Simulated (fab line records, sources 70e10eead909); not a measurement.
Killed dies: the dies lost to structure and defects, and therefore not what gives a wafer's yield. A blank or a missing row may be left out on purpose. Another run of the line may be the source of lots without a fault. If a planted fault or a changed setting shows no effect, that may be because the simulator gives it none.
Comparing a struck lot with a sound one	flow nand-harc	14 out of 1159 route steps
Sound: these wafers, L726.1, L726.3, L726.6. Wafers L732.1, L732.4, L732.5 were the ones struck. At the end, the cause is stated.
At each step with rows: each side's tool, then ch and its chambers, then its first start. Under that, the readings that differ: sound wafers	struck wafers	difference of the means	sigmas: that difference in standard deviations of wafers without a fault.
alike: a reading whose means differ by less than 2 such deviations, as well as words and numbers matching on both sides. not compared: withheld readings; readings where some wafer has no value; bounds like >300 that might hide an equal value; numbers whose values overlap and for which the record gives no deviation.
The two part at a step that has a row with sigmas, a row that says differs or no value, or rows on one side only. When numbers do not overlap yet have no deviation, they are printed without sigmas and do not part them. Lack of a reading on every wafer of one side parts them only where that side has two or more wafers.

first, 1 step without rows for these wafers: NHARC_P_GATE_HARDBAKE_60 (time 80 s).
NHARC_P_GATE_DESCUM_61: chemistry O2, time 3 s.
  sound on rie-diel-04 ch 1,2, day 8 10:55; struck on rie-diel-01 ch 0,1,3, day 9 23:25
reading	sound	struck	difference	sigmas
drypump-motor-current-A (A)	6.3 6.6 6.6	5.1 5.8 4.9	-1.2	-2
  alike: oes-product-au, rf-vpp-V, showerhead-plenum-p-Torr, throttle-valve-pct
  not compared: rf-hours-counter-h
after that, 1 step had no rows for these wafers: NHARC_P_GATE_IMPLANT_62.
NHARC_P_GATE_STRIP_112: strips in N2/H2, time 200 s.
  sound on plasma-asher-02 ch 0,1, day 8 11:18; struck on plasma-asher-02 ch 0, day 9 23:47
  alike: drypump-motor-current-A, heater-power-w
  not compared: rf-hours-counter-h
NHARC_P_GATE_STRIP_76: strips in O2.
  sound on plasma-asher-02 ch 0,1, day 8 11:34; struck on plasma-asher-02 ch 0, day 10 00:03
  alike: drypump-motor-current-A, heater-power-w
  not compared: rf-hours-counter-h
then, 7 steps without rows for these wafers: NHARC_P_GATE_STRIP_63 (strips in SPM, time 900 s); NHARC_P_GATE_DEHYDRATE_83 (time 120 s); NHARC_P_GATE_HMDS_84 (time 30 s); NHARC_P_GATE_COAT_85; NHARC_P_GATE_SOFTBAKE_86 (time 95 s); NHARC_P_GATE_EBR_87; NHARC_P_GATE_EXPOSE_88 (exposes mask P HVN, target cd 2000 nm).
NHARC_P_GATE_PEB_89: peb time 85 s.
  sound on litho-track-03 ch 0, day 8 12:23; struck on litho-track-07, day 10 00:53
  no value came back on the struck wafers for chill-plate-temp-C (C), exhaust-pa (Pa); on the sound wafers chill-plate-temp-C (C) reads 22.98 23.11 23.07
then, 1 step without rows for these wafers: NHARC_P_GATE_DEVELOP_90 (time 70 s).

WHERE THEY PART
Last at NHARC_P_GATE_PEB_89 as far as this record goes, first at NHARC_P_GATE_DESCUM_61.

WHY: whatever the simulator had introduced
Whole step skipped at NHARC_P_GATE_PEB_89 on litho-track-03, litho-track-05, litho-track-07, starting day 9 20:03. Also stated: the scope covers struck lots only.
